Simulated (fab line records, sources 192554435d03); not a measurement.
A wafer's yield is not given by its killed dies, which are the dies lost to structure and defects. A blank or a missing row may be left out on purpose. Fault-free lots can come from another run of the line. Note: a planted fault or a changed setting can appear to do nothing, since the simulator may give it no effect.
The tool behind it: which one? / flow n5Finfet / Sampling: 11 lots, 32 wafers, 2 of 1938 route steps

WHAT EACH GAUGE READ, for each wafer
N5_BEOL_M13_CD_MEAS_10: target cd 190 nm.
lot=L701; measured=day 10 19:33; on=cdSem-03; cdNm (nm)=186.5 187.9 188.9
lot=L702; measured=day 11 04:09; on=cdSem-02; cdNm (nm)=188.9 189.9 190.6
lot=L708; measured=day 12 16:23; on=cdSem-03; cdNm (nm)=189.5 190.8 188.1
lot=L709; measured=day 13 04:51; on=cdSem-03; cdNm (nm)=188.7 187.8 187.3
lot=L714; measured=day 13 23:44; on=cdSem-03; cdNm (nm)=188.4 188.5 189.3
lot=L718; measured=day 15 15:17; on=cdSem-01; cdNm (nm)=191.4 190.2 188.9
lot=L719; measured=day 15 22:55; on=cdSem-02; cdNm (nm)=191.5 189.6 191.6
lot=L723; measured=day 16 17:37; on=cdSem-02; cdNm (nm)=187.9 189.0 190.5
lot=L721; measured=day 17 06:41; on=cdSem-01; cdNm (nm)=191.0 189.3 191.2
lot=L722; measured=day 17 07:03; on=cdSem-03; cdNm (nm)=188.9 192.4
lot=L724; measured=day 17 19:16; on=cdSem-03; cdNm (nm)=189.4 190.3 187.9

N5_BEOL_M13_CD_MEAS_17: target cd 190 nm.
lot=L701; measured=day 10 20:14; on=cdSem-01; cdNm (nm)=187.0 189.7 190.4
lot=L702; measured=day 11 04:46; on=cdSem-01; cdNm (nm)=189.4 189.0 189.7
lot=L708; measured=day 12 17:08; on=cdSem-02; cdNm (nm)=188.8 190.6 187.0
lot=L709; measured=day 13 05:28; on=cdSem-01; cdNm (nm)=190.9 188.0 189.8
lot=L714; measured=day 14 00:34; on=cdSem-03; cdNm (nm)=189.7 188.5 192.0
lot=L718; measured=day 15 16:05; on=cdSem-02; cdNm (nm)=191.9 190.4 190.5
lot=L719; measured=day 15 23:40; on=cdSem-01; cdNm (nm)=191.2 190.0 191.0
lot=L723; measured=day 16 18:17; on=cdSem-03; cdNm (nm)=187.5 189.6 190.2
lot=L721; measured=day 17 07:17; on=cdSem-02; cdNm (nm)=191.7 190.5 191.8
lot=L722; measured=day 17 07:40; on=cdSem-01; cdNm (nm)=189.5 192.4
lot=L724; measured=day 17 19:53; on=cdSem-03; cdNm (nm)=190.5 191.8 188.6

WHAT TOOL EACH LOT RAN ON (gives the tool, then ch and the chambers of the sampled wafers, and finally the start)
Record: no process step prior to these readings.

WHAT THE TOOLS THEMSELVES READ (means of the sampled wafers that have a number; where no wafer has one, the mark that the record gives instead)
The record holds no such reading with a usual standard deviation.

THE ANSWER, worked out from the rows above alone
Rule: the lots themselves supply what counts as usual. Put in order of their means at a reading, lots are off if they are a third of the lots or fewer, leave a main group of 4 or more, and stand apart from it by a gap of 3 or more times the standard deviation of the main group's means; of several such gaps the widest counts. A main group whose means are all the same, to the digits that the tables above print for the reading, isn't used. Also off: a lot with no number at a reading for which 4 or more lots have one. Any other lot the step has rows for is counted as sound. After the gauges, taken in route order, come the tools' own readings; for these a lot's mean is taken, as printed above. At the first step where some lot is off, the reading lying furthest off is the one used; lots without a number count as furthest.
Nothing can be told from this: no lot is off at any reading shown.

WHAT THE SIMULATOR PUT IN
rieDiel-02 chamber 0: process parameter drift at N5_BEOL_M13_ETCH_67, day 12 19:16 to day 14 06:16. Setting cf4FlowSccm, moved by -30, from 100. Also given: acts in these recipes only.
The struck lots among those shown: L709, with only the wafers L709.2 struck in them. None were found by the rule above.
